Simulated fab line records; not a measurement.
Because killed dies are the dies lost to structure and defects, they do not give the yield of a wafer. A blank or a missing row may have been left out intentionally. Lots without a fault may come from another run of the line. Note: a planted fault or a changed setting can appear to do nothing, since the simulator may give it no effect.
Chamber matching / flow n5 finfet / 4 sister chambers for N5_BEOL_M3_STRIP_66 on rie diel-03
The step strips in CF4. 4 wafers are shown with their chamber, then 9 later ones without.

== WAFERS WITH THEIR CHAMBER ==
wafer=L082.2; chamber=3; showerhead plenum p Torr (Torr)=1.88
wafer=L086.1; chamber=2; showerhead plenum p Torr (Torr)=1.80
wafer=L086.3; chamber=0; showerhead plenum p Torr (Torr)=1.86
wafer=L086.4; chamber=1; showerhead plenum p Torr (Torr)=1.79

== WAFERS WHOSE CHAMBER IS MISSING ==
wafer=L087.1; showerhead plenum p Torr (Torr)=1.79
wafer=L087.3; showerhead plenum p Torr (Torr)=1.88
wafer=L087.6; showerhead plenum p Torr (Torr)=1.86
wafer=L092.2; showerhead plenum p Torr (Torr)=1.86
wafer=L092.5; showerhead plenum p Torr (Torr)=1.88
wafer=L092.6; showerhead plenum p Torr (Torr)=1.86
wafer=L097.2; showerhead plenum p Torr (Torr)=1.87
wafer=L097.5; showerhead plenum p Torr (Torr)=1.78
wafer=L097.6; showerhead plenum p Torr (Torr)=1.85

== EACH ONE'S CHAMBER ==
wafer=L087.1; from the rows above=can't be placed: 1 or 2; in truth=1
wafer=L087.3; from the rows above=3; in truth=3
wafer=L087.6; from the rows above=0; in truth=0
wafer=L092.2; from the rows above=0; in truth=0
wafer=L092.5; from the rows above=3; in truth=3
wafer=L092.6; from the rows above=0; in truth=0
wafer=L097.2; from the rows above=can't be placed: 3 or 0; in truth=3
wafer=L097.5; from the rows above=can't be placed: 1 or 2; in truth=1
wafer=L097.6; from the rows above=0; in truth=0
Placed correctly: 6 of 9. From these rows, 3 cannot be placed; in 3 the true chamber is one of the candidates. Placed wrongly: 0.
How it was worked out, from the rows above alone: a wafer's distance from a chamber is the root of the sum, over the readings, of the square of ((its reading less the chamber's mean) divided by the reading's scatter). If the next closest chamber is less than 2 further off than the closest, the wafer can't be placed; otherwise it belongs to the closest. For every chamber, the mean is computed from those of its wafers that are shown. The scatter: with one shown wafer a chamber, the root of the mean of the squares of how far each hidden wafer lies from its nearest shown one.
